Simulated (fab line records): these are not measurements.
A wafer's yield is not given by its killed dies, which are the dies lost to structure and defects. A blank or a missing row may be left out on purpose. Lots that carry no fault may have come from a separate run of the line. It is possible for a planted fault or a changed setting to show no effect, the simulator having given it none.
The tool behind it: which one?	flow nand_harc	24 lots with 72 wafers sampled at 5 steps, on a route of 1302 steps

== WHAT THE GAUGES READ, wafer by wafer ==
NHARC_A_SLIT_OVL_MEAS_10. Usual: overlay_x_nm -0.2 nm, standard deviation 0.96; overlay_y_nm 0.3 nm, standard deviation 0.91.
lot	measured	on	overlay_x_nm (nm)	overlay_y_nm (nm)	flag
L074	day 19 13:41	overlay-01	-0.1 0.2 -0.1	0.1 0.1 0.3	
L075	day 20 04:41	overlay-02	0.8 0.9 1.1	0.4 -0.1 0.1	
L076	day 20 14:26	overlay-02	-0.5 -0.2 -0.2	1.2 0.2 0.7	
L077	day 20 14:52	overlay-02	1.2 0.8 1.0	-0.1 -0.6 0.0	
L078	day 21 13:47	overlay-02	-0.9 -1.4 -1.3	-0.7 -1.0 -0.4	
L079	day 21 21:41	overlay-02	-0.2 -0.3 0.1	1.6 1.1 0.4	
L081	day 22 13:35	overlay-02	0.2 -0.5 -0.2	0.2 0.2 0.0	
L080	day 22 13:02	overlay-01	0.5 0.5 0.2	1.8 2.0 1.8	
L082	day 23 08:01	overlay-02	0.1 0.0 0.1	0.9 1.2 1.2	
L084	day 23 17:13	overlay-01	-0.9 -0.5 -0.7	0.0 0.3 -0.2	
L083	day 23 17:50	overlay-01	0.9 0.0 0.5	-0.6 -0.3 0.4	
L085	day 24 17:50	overlay-01	1.5 1.1 1.4	0.6 0.3 0.4	
L086	day 24 17:30	overlay-02	-0.5 -0.3 -0.1	-0.4 -0.9 -1.0	
L087	day 25 18:35	overlay-01	-0.9 -1.1 -1.3	2.7 2.2 1.8	
L088	day 25 19:34	overlay-02	0.7 1.1 0.9	-0.6 -0.7 -0.5	
L089	day 25 19:25	overlay-01	-1.5 -1.0 -1.2	-1.5 -1.4 -1.6	
L091	day 26 13:48	overlay-02	-1.4 -1.9 -1.7	0.5 0.5 0.6	
L090	day 26 13:13	overlay-02	-2.2 -1.7 -1.7	0.8 0.8 0.2	
L092	day 27 01:40	overlay-02	0.1 0.7 1.2	0.5 0.9 0.2	
L093	day 27 02:10	overlay-01	-0.1 -0.5 -0.2	0.0 0.3 0.4	
L094	day 27 23:22	overlay-01	-0.2 -0.2 -0.5	0.7 0.5 0.7	
L095	day 28 20:26	overlay-01	-1.1 -0.8 -0.9	-0.6 -0.1 -0.9	
L096	day 29 07:14	overlay-01	0.6 1.2 1.0	1.6 1.7 1.9	
L097	day 29 19:19	overlay-01	-1.5 -0.5 -1.6	-1.3 -0.2 -0.8	

NHARC_A_SLIT_CD_MEAS_21. Usual: cd_nm reads 289.5 nm (standard deviation 0.72).
lot	measured	on	cd_nm (nm)	flag
L074	day 19 23:35	cd_sem-01	290.2 290.5 289.9	
L075	day 20 11:19	cd_sem-01	289.6 289.4 290.0	
L076	day 20 20:51	cd_sem-03	288.7 289.5 289.4	
L077	day 20 23:30	cd_sem-02	287.4 288.6 288.2	
L078	day 21 20:14	cd_sem-03	289.4 289.2 289.9	
L079	day 22 04:05	cd_sem-01	289.5 289.3 289.0	
L081	day 22 20:17	cd_sem-03	289.4 289.6 289.0	
L080	day 22 19:52	cd_sem-01	291.0 289.2 289.5	
L082	day 23 14:30	cd_sem-03	289.3 290.8 290.5	
L084	day 23 23:36	cd_sem-01	289.5 289.1 290.1	
L083	day 24 05:02	cd_sem-03	289.1 288.1 289.2	
L085	day 25 00:30	cd_sem-03	290.7 290.8 291.1	
L086	day 25 00:00	cd_sem-02	288.8 288.9 289.1	
L087	day 26 01:58	cd_sem-01	289.6 290.5 290.5	
L088	day 26 05:50	cd_sem-01	289.4 289.8 290.2	
L089	day 26 05:59	cd_sem-03	288.9 289.0 289.0	
L091	day 26 23:40	cd_sem-01	289.1 289.8 289.7	
L090	day 26 19:49	cd_sem-01	289.4 290.4 289.7	
L092	day 27 08:09	cd_sem-01	289.6 289.2 288.6	
L093	day 27 08:35	cd_sem-03	288.5 288.9 288.7	
L094	day 28 05:58	cd_sem-03	288.8 289.0 289.0	
L095	day 29 03:05	cd_sem-01	289.8 290.1 290.0	
L096	day 29 13:38	cd_sem-02	289.2 289.7 289.1	
L097	day 30 04:03	cd_sem-02	289.2 289.8 290.1	

== WHAT TOOL EACH LOT RAN ON (gives the tool, then ch and the chambers of the sampled wafers, and finally the start) ==
lot	NHARC_A_STAIRCASE_ETCH_444	NHARC_A_SGD_CUT_STRIP_17	NHARC_A_SLIT_DEP_23
L074	rie_diel-02 ch 0,3, day 18 14:23	rie_diel-05 ch 0,2, day 19 12:56 or earlier	pecvd-03 ch 0,1,2, day 19 12:56
L075	rie_diel-12 ch 1,2, day 19 09:35	rie_diel-05 ch 0,1,2, day 20 04:08 or earlier	pecvd-03 ch 0,1,2, day 20 04:08
L076	rie_diel-09 ch 1,2, day 19 18:13	rie_diel-07 ch 0,1,2, day 20 13:49 or earlier	pecvd-04 ch 1,2, day 20 13:49
L077	rie_diel-02 ch 0,3, day 19 18:24	rie_diel-11 ch 0,2,3, day 20 14:09 or earlier	pecvd-03 ch 1,2, day 20 14:09
L078	rie_diel-12 ch 0,1, day 20 14:04	rie_diel-11 ch 0,2,3, day 21 13:06 or earlier	pecvd-04 ch 0,1,2, day 21 13:06
L079	rie_diel-09 ch 0,2,3, day 20 22:06	rie_diel-05 ch 1,2,3, day 21 20:58 or earlier	pecvd-03 ch 1,2, day 21 20:58
L081	rie_diel-09 ch 0,2,3, day 21 14:05	rie_diel-05 ch 0,2,3, day 22 12:49 or earlier	pecvd-01 ch 1,2, day 22 12:49
L080	rie_diel-02 ch 2,3, day 21 14:17	rie_diel-07 ch 0,1,3, day 22 12:24 or earlier	pecvd-04 ch 0,2, day 22 12:24
L082	rie_diel-12 ch 0,2,3, day 22 13:34	rie_diel-05 ch 0,1,3, day 23 07:15 or earlier	pecvd-01 ch 0,1, day 23 07:15
L084	rie_diel-09 ch 0,2,3, day 22 20:37	rie_diel-11 ch 0,2,3, day 23 16:26 or earlier	pecvd-03 ch 0,1, day 23 16:26
L083	rie_diel-12 ch 0,1,3, day 22 20:46	rie_diel-07 ch 0,2,3, day 23 17:04 or earlier	pecvd-01 ch 0,1, day 23 17:04
L085	rie_diel-12 ch 1,2,3, day 23 19:14	rie_diel-11 ch 0,1,2, day 24 17:05 or earlier	pecvd-04 ch 1,2, day 24 17:05
L086	rie_diel-02 ch 1,2,3, day 23 20:00	rie_diel-07 ch 0,1,3, day 24 16:48 or earlier	pecvd-04 ch 0,2, day 24 16:48
L087	rie_diel-09 ch 2,3, day 24 19:32	rie_diel-07 ch 2,3, day 25 17:51 or earlier	pecvd-01 ch 0,1,2, day 25 17:51
L088	rie_diel-12 ch 1,2,3, day 24 20:08	rie_diel-11 ch 0,1,3, day 25 18:43 or earlier	pecvd-03 ch 0,2, day 25 18:43
L089	rie_diel-09 ch 1,3, day 25 00:59	rie_diel-11 ch 1,3, day 25 18:39 or earlier	pecvd-04 ch 1,2, day 25 18:39
L091	rie_diel-02 ch 0,1, day 25 16:44	rie_diel-05 ch 2,3, day 26 13:04 or earlier	pecvd-04 ch 0,1,2, day 26 13:04
L090	rie_diel-12 ch 1,2,3, day 25 17:07	rie_diel-07 ch 0,1,3, day 26 12:28 or earlier	pecvd-01 ch 0,1,2, day 26 12:28
L092	rie_diel-12 ch 0,2,3, day 26 02:29	rie_diel-05 ch 1,2,3, day 27 01:01 or earlier	pecvd-01 ch 0,1,2, day 27 01:01
L093	rie_diel-09 ch 0,2, day 26 02:29	rie_diel-07 ch 0,1,2, day 27 01:28 or earlier	pecvd-01 ch 0,1,2, day 27 01:28
L094	rie_diel-09 ch 0,2,3, day 27 03:13	rie_diel-11 ch 1,2, day 27 22:43 or earlier	pecvd-01 ch 0,2, day 27 22:43
L095	rie_diel-02 ch 1,2,3, day 27 20:53	rie_diel-11 ch 2,3, day 28 19:42 or earlier	pecvd-04 ch 0,2, day 28 19:42
L096	rie_diel-12 ch 0,2,3, day 28 09:01	rie_diel-05 ch 1,2,3, day 29 06:37 or earlier	pecvd-04 ch 1,2, day 29 06:37
L097	rie_diel-09 ch 0,1,2, day 28 17:46	rie_diel-07 ch 0,1,2, day 29 18:44 or earlier	pecvd-01 ch 0,1,2, day 29 18:44
- NHARC_A_STAIRCASE_ETCH_444: etches the open film in C4F8/O2, target depth 20400 nm, time 6800 s.
- NHARC_A_SGD_CUT_STRIP_17: strips in O2.
- NHARC_A_SLIT_DEP_23: deposits SiON, target thk 100 nm.

== WHAT THE TOOLS THEMSELVES READ (means of the sampled wafers that have a number; where no wafer has one, the mark that the record gives instead) ==
NHARC_A_STAIRCASE_ETCH_444. Usual: chamber_pressure_mTorr 24.998 mTorr, standard deviation 0.023; oes_product_au 0.933 a.u., standard deviation 0.019; rf_vpp_V 808 V, standard deviation 4.3.
lot	tool	chamber_pressure_mTorr (mTorr)	oes_product_au (a.u.)	rf_vpp_V (V)	flag
L074	rie_diel-02	25.009	0.979	813	
L075	rie_diel-12	24.995	0.938	809	
L076	rie_diel-09	24.990	0.929	806	
L077	rie_diel-02	25.013	0.922	813	
L078	rie_diel-12	25.006	0.971	807	
L079	rie_diel-09	24.987	0.931	811	
L081	rie_diel-09	25.003	0.921	810	
L080	rie_diel-02	25.006	0.924	809	
L082	rie_diel-12	24.997	0.937	810	
L084	rie_diel-09	25.003	0.968	811	
L083	rie_diel-12	25.000	0.927	811	
L085	rie_diel-12	24.999	0.918	810	
L086	rie_diel-02	24.991	0.923	805	
L087	rie_diel-09	24.997	0.919	809	
L088	rie_diel-12	25.005	0.922	811	
L089	rie_diel-09	25.014	0.933	806	
L091	rie_diel-02	25.002	0.965	804	
L090	rie_diel-12	24.973	0.921	810	
L092	rie_diel-12	24.998	0.918	809	
L093	rie_diel-09	25.023	0.918	808	
L094	rie_diel-09	24.998	0.927	809	
L095	rie_diel-02	24.975	0.934	804	
L096	rie_diel-12	24.993	0.929	810	
L097	rie_diel-09	24.999	0.937	806	

NHARC_A_SGD_CUT_STRIP_17. Usual: chamber_pressure_mTorr 60.00 mTorr, standard deviation 0.056; drypump_motor_current_A 5.5 A, standard deviation 0.45; oes_product_au 0.999 a.u., standard deviation 0.01; rf_vpp_V 57.7 V, standard deviation 0.88; showerhead_plenum_p_Torr 3.46 Torr, standard deviation 0.11; throttle_valve_pct 17.036 %, standard deviation 0.0091.
lot	tool	chamber_pressure_mTorr (mTorr)	drypump_motor_current_A (A)	oes_product_au (a.u.)	rf_vpp_V (V)	showerhead_plenum_p_Torr (Torr)	throttle_valve_pct (%)	flag
L074	rie_diel-05	59.96	5.6	1.002	57.4	3.56	17.034	
L075	rie_diel-05	59.97	5.7	1.000	58.4	3.46	17.039	
L076	rie_diel-07	60.04	5.3	1.006	57.7	3.47	17.035	
L077	rie_diel-11	59.97	5.2	1.000	57.1	3.50	17.037	
L078	rie_diel-11	60.02	5.2	0.987	57.6	3.50	17.034	
L079	rie_diel-05	59.99	5.6	1.008	58.3	3.40	17.026	
L081	rie_diel-05	60.02	5.6	0.995	58.3	3.50	17.036	
L080	rie_diel-07	59.98	5.5	0.996	57.4	3.39	17.032	
L082	rie_diel-05	60.03	5.3	0.997	57.6	3.52	17.050	
L084	rie_diel-11	59.98	5.2	0.983	57.5	3.50	17.043	
L083	rie_diel-07	60.02	5.7	0.999	58.1	3.48	17.037	
L085	rie_diel-11	59.99	5.4	0.994	57.2	3.49	17.036	
L086	rie_diel-07	60.08	5.5	0.998	57.3	3.39	17.043	
L087	rie_diel-07	60.00	5.7	1.006	57.6	3.41	17.040	
L088	rie_diel-11	60.04	5.2	0.993	58.6	3.52	17.029	
L089	rie_diel-11	59.98	5.1	0.993	58.4	3.56	17.036	
L091	rie_diel-05	60.03	5.9	0.993	57.1	3.38	17.039	
L090	rie_diel-07	59.96	5.4	1.003	57.1	3.39	17.032	
L092	rie_diel-05	60.03	5.7	0.996	57.5	3.40	17.033	
L093	rie_diel-07	60.01	5.3	1.000	58.1	3.46	17.038	
L094	rie_diel-11	60.00	5.6	1.008	57.6	3.51	17.035	
L095	rie_diel-11	60.00	5.2	1.004	57.4	3.54	17.035	
L096	rie_diel-05	59.97	5.7	0.993	57.6	3.39	17.035	
L097	rie_diel-07	60.02	5.3	1.008	57.6	3.46	17.028	

NHARC_A_SLIT_DEP_23. Usual: heater_power_w reads 732 W (standard deviation 110).
lot	tool	heater_power_w (W)	flag
L074	pecvd-03	746	
L075	pecvd-03	731	
L076	pecvd-04	798	
L077	pecvd-03	765	
L078	pecvd-04	720	
L079	pecvd-03	772	
L081	pecvd-01	713	
L080	pecvd-04	568	
L082	pecvd-01	757	
L084	pecvd-03	761	
L083	pecvd-01	706	
L085	pecvd-04	802	
L086	pecvd-04	609	
L087	pecvd-01	725	
L088	pecvd-03	705	
L089	pecvd-04	708	
L091	pecvd-04	709	
L090	pecvd-01	704	
L092	pecvd-01	763	
L093	pecvd-01	731	
L094	pecvd-01	747	
L095	pecvd-04	604	
L096	pecvd-04	673	
L097	pecvd-01	771	

== THE ANSWER, worked out from the rows above alone ==
Rule: lot off if the mean of its wafers having a number is beyond 3 standard deviations from the usual mean. Also off: a lot with no number at a reading for which 4 or more lots have one. The other lots that the step has rows for count as sound. First the gauges in route order, then the tools' own readings, where a lot's mean is used as printed above. At the first step where some lot is off, the reading lying furthest off is the one used; lots without a number count as furthest.
None of the lots is off at any reading shown; this tells nothing.

== WHAT HAD BEEN PUT IN BY THE SIMULATOR ==
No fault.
